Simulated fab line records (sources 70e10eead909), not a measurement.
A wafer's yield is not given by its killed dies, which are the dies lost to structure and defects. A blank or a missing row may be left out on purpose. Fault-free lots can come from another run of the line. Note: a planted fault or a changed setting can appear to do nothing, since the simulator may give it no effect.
fab line records | flow nand-harc
record: lots: 6 | wafers: 18 | last-day: 33
route steps=1302 shown A_WL_FILL@971 A_CONTACT@983 END@1302
lots untouched by any fault: they come from a run of this same line in which no faults occurred
start-h: hours from the record's opening day to when the first of the lot's shown wafers began | wait-h: time in hours since the lot's previous step | " repeats the value in the row above | L1.1+2: several wafers, shown together as one row | - no value, or no start was given | * or withheld: withheld | < > ~ a bound
route shown NAME@n: names a module that has steps shown in the file, with the first one's number in the route | usual: the fault-free wafers' mean and standard deviation | same: alike in all rows | chamber/n: place in a boat | sites: the reading at each site | _std_site: the standard deviation of these | _edge_site: outer sites' mean less inner sites' | radius-mm: how far each site lies from the wafer's centre | mask NAME#n: copy n | behind: the tool/chamber that last shaped the wafer | hold: reason for holding the lot/hours on hold/outcome of the hold | device: whichever transistor did not switch (one of n, p or np) | end of line: tests of these same wafers at the route's end | where a step has no rows: the recipe by itself | killed: the dies lost at the first sort to structure and to defects; this is not the yield of the wafer | map: shows each die of a wafer: x if killed, . if not, _ if none is there
set.NAME: the setting as run; set.NAME@STEP: as run at that earlier step | model.NAME: the simulator's own value behind a step, which no gauge read
a table for each step, a row for each wafer; lots at some steps of the route
services: when a tool's chamber went out of use (start-h, in hours from the record's first day, below 0 if earlier), for how many hours, and the reason
== steps ==
step: NHARC_A_WL_FILL_CVD_23
recipe: target-thk-a: 400 | temp-c: 620 | pressure-mtorr: 200 | time-s: 800 | material: poly-Si
step: NHARC_A_WL_FILL_ETCHBACK_26
recipe: target-depth-a: 520 | time-s: 13.3 | hbr-flow-sccm: 150 | rf-w: 350 | icp-w: 350 | bias-w: 60 | chemistry: HBr
usual: drypump-motor-current-A: 5.7/0.39 | oes-product-au: 0.997/0.01 | throttle-valve-pct: 23.267/0.0092
same: time-s: 13.3
lot.wafer | tool      | chamber | start-h | wait-h | drypump-motor-current-A | oes-product-au | rf-hours-counter-h | throttle-valve-pct
L451.1    | rie-si-06 | 0       | 558.87  | 0.4    | 6.0                     | 0.987          | 0.8                | 23.290
L451.4    | "         | 1       | "       | "      | 5.9                     | 1.008          | 0.7                | 23.260
L451.5    | "         | 0       | "       | "      | 6.0                     | 0.974          | -                  | 23.269
L453.2    | rie-si-03 | 2       | 558.88  | 0.4    | 5.1                     | 0.987          | 1.1                | 23.277
L453.5    | "         | 1       | "       | "      | 5.1                     | 1.015          | -                  | 23.260
L453.6    | "         | 2       | "       | "      | 5.1                     | 0.987          | -                  | 23.264
L461.4    | rie-si-03 | 2       | 635.49  | 0.4    | 5.1                     | 0.987          | 0.5                | 23.276
L461.2    | "         | 1       | "       | "      | 5.0                     | 0.998          | 0.4                | 23.277
L461.6    | "         | 2       | "       | "      | 5.1                     | 0.982          | -                  | 23.253
L465.1    | rie-si-03 | 1       | 687.32  | 0.4    | 5.0                     | 0.997          | 0.7                | 23.262
L465.6    | "         | 0       | "       | "      | 5.4                     | 0.982          | -                  | 23.270
L465.5    | "         | 1       | "       | "      | 5.0                     | 1.005          | -                  | 23.265
L466.2    | rie-si-03 | 2       | 692.40  | 0.4    | 5.1                     | 0.982          | 0.8                | 23.262
L466.3    | "         | 0       | "       | "      | 5.3                     | 0.972          | 0.7                | 23.255
L466.5    | "         | 2       | "       | "      | 5.1                     | 0.991          | -                  | 23.262
L468.1    | rie-si-02 | 3       | 715.30  | 0.4    | 5.5                     | 0.992          | 0.4                | 23.257
L468.3    | "         | 2       | "       | "      | 5.8                     | 0.994          | 0.3                | 23.259
L468.5    | "         | 0       | "       | "      | 5.8                     | 0.982          | -                  | 23.281
step: NHARC_A_WL_FILL_PRECLEAN_30
recipe: time-s: 10 | chemistry: dHF
step: NHARC_A_WL_FILL_SRD_14
step: NHARC_A_WL_FILL_ALD_19
recipe: target-thk-a: 20 | pulse-time-s: 3 | ald-cycles: 100 | temp-c: 450 | material: TiN
usual: heater-power-w: 1036/86 | precursor-pulse-height-rel: 1.000/0.021
lot.wafer | tool         | chamber | start-h | wait-h | heater-power-w | precursor-pulse-height-rel
L451.1    | ald-metal-03 | 1       | 559.14  | 0.1    | 975            | 1.035
L451.5    | "            | 1       | "       | "      | 977            | 0.998
L451.4    | "            | 0       | "       | "      | 1088           | 0.969
L453.2    | ald-metal-04 | 1       | 559.14  | 0.1    | 1044           | 1.020
L453.6    | "            | 1       | "       | "      | 1030           | 0.994
L453.5    | "            | 2       | "       | "      | 1031           | 0.968
L461.2    | ald-metal-04 | 2       | 635.81  | 0.2    | 1035           | 0.987
L461.6    | "            | 0       | "       | "      | 1104           | 0.972
L461.4    | "            | 2       | "       | "      | 1008           | 1.015
L465.1    | ald-metal-04 | 2       | 687.57  | 0.1    | 1049           | 1.015
L465.6    | "            | 2       | "       | "      | 1021           | 0.997
L465.5    | "            | 3       | "       | "      | 1040           | 0.964
L466.3    | ald-metal-03 | 1       | 692.66  | 0.1    | 976            | 1.020
L466.2    | "            | 3       | "       | "      | 829            | 1.022
L466.5    | "            | 1       | "       | "      | 999            | 1.058
L468.1    | ald-metal-04 | 1       | 715.57  | 0.1    | 1044           | 1.025
L468.3    | "            | 2       | "       | "      | 1020           | 0.965
L468.5    | "            | 1       | "       | "      | 1058           | 0.992
step: NHARC_A_WL_FILL_CVD_20
recipe: target-thk-a: 1000 | temp-c: 400 | pressure-torr: 40 | wf6-flow-sccm: 40 | h2-flow-sccm: 1600 | ar-flow-sccm: 1560 | time-s: 74 | material: W
usual: chamber-pressure-Torr: 39.99/0.092 | heater-power-w: 823/50 | throttle-valve-pct: 7.80/0.21
same: time-s: 74
lot.wafer | tool     | chamber | start-h | wait-h | chamber-pressure-Torr | heater-power-w | throttle-valve-pct
L453.2    | cvd-w-02 | 0       | -       | -      | 39.95                 | 927            | 7.45
L453.5    | "        | 1       | "       | "      | 40.04                 | 798            | 7.73
L453.6    | "        | 0       | "       | "      | 40.02                 | 915            | 7.67
L451.1    | cvd-w-02 | 0       | -       | -      | 39.93                 | 894            | 7.29
L451.4    | "        | 0       | "       | "      | 40.06                 | 876            | 7.68
L451.5    | "        | 0       | "       | "      | 39.91                 | 884            | 7.72
L461.2    | cvd-w-01 | 0       | -       | -      | 39.94                 | 813            | 8.14
L461.4    | "        | 1       | "       | "      | 40.01                 | 767            | 8.03
L461.6    | "        | 0       | "       | "      | 40.06                 | 838            | 7.81
L465.1    | cvd-w-01 | 1       | -       | -      | 40.02                 | 764            | 7.87
L465.5    | "        | 0       | "       | "      | 40.04                 | 824            | 7.98
L465.6    | "        | 1       | "       | "      | 39.84                 | 780            | 8.31
L466.2    | cvd-w-01 | 0       | -       | -      | 40.05                 | 815            | 8.06
L466.3    | "        | 1       | "       | "      | 40.01                 | 741            | 8.09
L466.5    | "        | 0       | "       | "      | 39.91                 | 814            | 8.03
L468.1    | cvd-w-01 | 1       | -       | -      | 40.07                 | 759            | 8.18
L468.3    | "        | 1       | "       | "      | 39.90                 | 775            | 8.21
L468.5    | "        | 0       | "       | "      | 39.94                 | 840            | 8.13
step: NHARC_A_WL_FILL_CMP_12
recipe: t-overpolish-s: 30 | target-thk-nm: 100
usual: motor-current-A: 12.9/1.6 | overpolish-run-s: 30.001/0.0087 | time-to-endpoint-s: 20.9/2.1
lot.wafer | tool   | chamber | start-h | wait-h | motor-current-A | overpolish-run-s | time-to-endpoint-s
L453.2    | cmp-01 | 1       | 559.60  | 0.2    | 15.1            | 29.995           | 20.9
L453.6    | "      | 2       | "       | "      | 14.6            | 30.010           | 24.4
L453.5    | "      | 3       | "       | "      | 11.8            | 29.993           | 20.8
L451.4    | cmp-02 | 2       | 559.66  | 0.1    | 14.1            | 30.008           | 20.7
L451.1    | "      | 3       | "       | "      | 10.5            | 29.985           | 18.1
L451.5    | "      | 3       | "       | "      | 10.7            | 30.006           | 21.0
L461.2    | cmp-01 | 3       | 636.66  | 0.2    | 12.0            | 30.011           | 18.2
L461.4    | "      | 0       | "       | "      | 11.7            | 30.000           | 20.3
L461.6    | "      | 2       | "       | "      | 13.5            | 30.001           | 21.5
L465.1    | cmp-02 | 1       | 688.03  | 0.2    | 12.1            | 29.993           | 21.8
L465.5    | "      | 2       | "       | "      | 13.9            | 29.997           | 17.2
L465.6    | "      | 3       | "       | "      | 10.2            | 29.981           | 18.1
L466.3    | cmp-02 | 1       | 693.06  | 0.1    | 12.2            | 30.004           | 20.3
L466.2    | "      | 2       | "       | "      | 15.5            | 30.010           | 16.1
L466.5    | "      | 1       | "       | "      | 11.8            | 29.999           | 18.7
L468.1    | cmp-01 | 0       | 715.95  | 0.1    | 11.1            | 30.007           | 20.0
L468.3    | "      | 2       | "       | "      | 13.8            | 29.995           | 20.8
L468.5    | "      | 0       | "       | "      | 11.3            | 30.005           | 18.8
step: NHARC_A_WL_FILL_SRD_31
step: NHARC_A_WL_FILL_INSPECT_15
usual: raw-defect-count: 485/130
lot.wafer | tool              | chamber | start-h | wait-h | raw-defect-count
L453.2    | defect-inspect-01 | -       | 560.03  | 0.0    | 473
L453.5    | "                 | -       | "       | "      | 419
L453.6    | "                 | -       | "       | "      | 406
L451.1    | defect-inspect-01 | -       | 560.12  | 0.0    | 359
L451.4    | "                 | -       | "       | "      | 434
L451.5    | "                 | -       | "       | "      | 432
L461.2    | defect-inspect-01 | -       | 637.10  | 0.0    | 414
L461.4    | "                 | -       | "       | "      | 480
L461.6    | "                 | -       | "       | "      | 410
L465.1    | defect-inspect-01 | -       | 688.42  | 0.0    | 412
L465.5    | "                 | -       | "       | "      | 443
L465.6    | "                 | -       | "       | "      | 617
L466.2    | defect-inspect-01 | -       | 693.50  | 0.0    | 579
L466.3    | "                 | -       | "       | "      | 981
L466.5    | "                 | -       | "       | "      | 756
L468.1    | defect-inspect-02 | -       | 716.44  | 0.0    | 408
L468.3    | "                 | -       | "       | "      | 404
L468.5    | "                 | -       | "       | "      | 586
step: NHARC_A_CONTACT_DEP_24
recipe: target-thk-a: 5000 | temp-c: 400 | pressure-torr: 6.5 | rf-w: 900 | teos-flow-sccm: 161.4 | flow-sccm: 2650 | target-thk-nm: 500 | gas: O2 | material: SiO2
usual: chamber-pressure-Torr: 6.503/0.016 | heater-power-w: 585/86 | mfc-precursor-sccm: 161.3/0.5 | throttle-valve-pct: 16.1/0.51
lot.wafer | tool     | chamber | start-h | wait-h | chamber-pressure-Torr | heater-power-w | mfc-precursor-sccm | throttle-valve-pct
L453.2    | pecvd-04 | 0       | 560.16  | 0.1    | 6.513                 | 450            | 178.5              | 15.3
L453.6    | "        | 0       | "       | "      | 6.517                 | 508            | 178.2              | 15.5
L453.5    | "        | 1       | "       | "      | 6.497                 | 512            | 161.2              | 16.3
L451.1    | pecvd-04 | 1       | 560.47  | 0.3    | 6.495                 | 678            | 161.8              | 16.4
L451.4    | "        | 1       | "       | "      | 6.487                 | 516            | 162.3              | 16.2
L451.5    | "        | 0       | "       | "      | 6.500                 | 451            | 177.7              | 15.5
L461.2    | pecvd-01 | 2       | 637.26  | 0.2    | 6.494                 | 465            | 162.0              | 16.8
L461.4    | "        | 1       | "       | "      | 6.489                 | 571            | 161.1              | 15.5
L461.6    | "        | 1       | "       | "      | 6.507                 | 612            | 160.3              | 15.7
L465.1    | pecvd-03 | 0       | 688.48  | 0.1    | 6.517                 | 546            | 162.2              | 16.8
L465.5    | "        | 0       | "       | "      | 6.501                 | 575            | 161.3              | 16.6
L465.6    | "        | 2       | "       | "      | 6.530                 | 425            | 161.4              | 15.4
L466.3    | pecvd-04 | 0       | 693.57  | 0.1    | 6.501                 | 500            | 160.9              | 15.3
L466.2    | "        | 2       | "       | "      | 6.505                 | 661            | 161.7              | 16.7
L466.5    | "        | 0       | "       | "      | 6.506                 | 536            | 160.9              | 15.7
L468.1    | pecvd-03 | 2       | 716.51  | 0.1    | 6.513                 | 415            | 161.6              | 15.6
L468.3    | "        | 0       | "       | "      | 6.515                 | 572            | 161.2              | 16.8
L468.5    | "        | 0       | "       | "      | 6.518                 | 618            | 160.6              | 17.1
step: NHARC_END_SORT_01
recipe: temp-c: 25
usual: killed-at-array: 56/18 | killed-at-other: 1.4/1.5 | killed-at-periphery: 4/3.1 | killed-dies: 61/19 | killed-open: 3.5/1.8 | killed-short: 2.4/1.4
same: gross-dies: 677
lot.wafer | tool      | chamber | start-h | wait-h | killed-at-array | killed-at-other | killed-at-periphery | killed-dies | killed-open | killed-short
L451.1    | prober-02 | 0       | 643.51  | 2.5    | 51              | 0               | 9                   | 60          | 4           | 5
L451.4    | prober-02 | 0       | 645.90  | 3.4    | 57              | 0               | 4                   | 61          | 2           | 3
L451.5    | prober-02 | 0       | 646.70  | 3.7    | 57              | 1               | 7                   | 65          | 3           | 1
L461.4    | prober-01 | 0       | 724.17  | 3.4    | 60              | 1               | 5                   | 66          | 2           | 2
killed by level:class
L451.1 A_CHANNEL_HOLE_D2:chamber-film-flake=28 A_CHANNEL_HOLE_D1:chamber-film-flake=5 A_CONTACT:chamber-film-flake=4 P_M2:chamber-film-flake=3 A_STAIRCASE:chamber-film-flake=3 P_M2:geometric-particle:open=2 P_STI:chamber-film-flake=2 P_GATE:geometric-particle:open=1
L451.4 A_CHANNEL_HOLE_D2:chamber-film-flake=32 A_STAIRCASE:chamber-film-flake=6 A_CHANNEL_HOLE_D1:chamber-film-flake=4 A_M1:chamber-film-flake=4 A_CONTACT:chamber-film-flake=3 A_ZERO_WELL:chamber-film-flake=2 P_GATE:geometric-particle:short=1 P_CONTACT:geometric-particle:open=1
L451.5 A_CHANNEL_HOLE_D2:chamber-film-flake=32 A_CONTACT:chamber-film-flake=5 P_STI:chamber-film-flake=4 A_CHANNEL_HOLE_D1:chamber-film-flake=3 A_DECK1_JOINT:chamber-film-flake=3 A_STAIRCASE:chamber-film-flake=3 P_ZERO_WELL:chamber-film-flake=2 A_ZERO_WELL:chamber-film-flake=2
L461.4 A_CHANNEL_HOLE_D2:chamber-film-flake=22 A_SLIT:chamber-film-flake=19 A_CHANNEL_HOLE_D1:chamber-film-flake=9 P_GATE:chamber-film-flake=5 A_SGD_CUT:chamber-film-flake=4 A_CHANNEL_FILL_D1:geometric-particle:short=1 A_CHANNEL_FILL_D1:geometric-particle:open=1 A_CHANNEL_FILL_D2:geometric-particle:open=1
== services ==
tool         | chamber | start-h | hours | kind
cmp-01       | -       | 545.18  | 0.6   | repair
pecvd-03     | -       | 547.09  | 13.0  | pm
cvd-w-01     | -       | 547.41  | 13.0  | pm
ald-metal-04 | 2       | 550.15  | 3.2   | repair
ald-metal-03 | 3       | 557.90  | 42.5  | repair
ald-metal-03 | -       | 568.00  | 10.0  | pm
rie-si-06    | -       | 574.51  | 0.2   | repair
rie-si-03    | -       | 575.00  | 9.0   | pm
rie-si-02    | 3       | 576.30  | 1.1   | repair
cmp-01       | -       | 585.89  | 4.0   | pm
rie-si-06    | -       | 586.67  | 0.6   | repair
cmp-02       | -       | 597.43  | 12.5  | repair
ald-metal-04 | 1       | 599.17  | 47.7  | repair
rie-si-06    | -       | 603.00  | 9.0   | pm
cvd-w-01     | 1       | 617.87  | 3.4   | repair
cmp-02       | -       | 624.50  | 4.0   | pm
cvd-w-02     | -       | 626.41  | 0.9   | repair
pecvd-04     | -       | 631.14  | 13.0  | pm
cvd-w-02     | -       | 631.91  | 13.0  | pm
ald-metal-04 | -       | 652.05  | 10.0  | pm
cmp-02       | -       | 661.25  | 0.5   | repair
cvd-w-01     | 1       | 662.11  | 7.9   | repair
cmp-01       | -       | 683.89  | 4.0   | pm
pecvd-04     | -       | 704.21  | 0.9   | repair
== key ==
first-sign: step: NHARC_A_CONTACT_DEP_24 | reading: mfc-precursor-sccm | direction: up | sigmas: 33 | usual: 161.3 | struck: 178.1
effect none on later readings
met-at NHARC_A_CONTACT_DEP_24
struck-wafers L451.5,L453.2,L453.6
tester-left-out L451,L453
fault: kind: process-parameter-drift | tool: pecvd-04 | chamber: 0 | onset-h: 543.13 | steps: NHARC_A_CONTACT_DEP_24 | channel: teos-flow-sccm | offset: * | shape: step | end-h: 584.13 | acts-in: * | stated: *
tester-left-out: of these lots the tester's yield and bins aren't shown, on N5 and GAA mostly nor the transistor test; their killed dies are dies lost to structure and defects alone, not to doping, threshold or leakage, so they don't give the yield
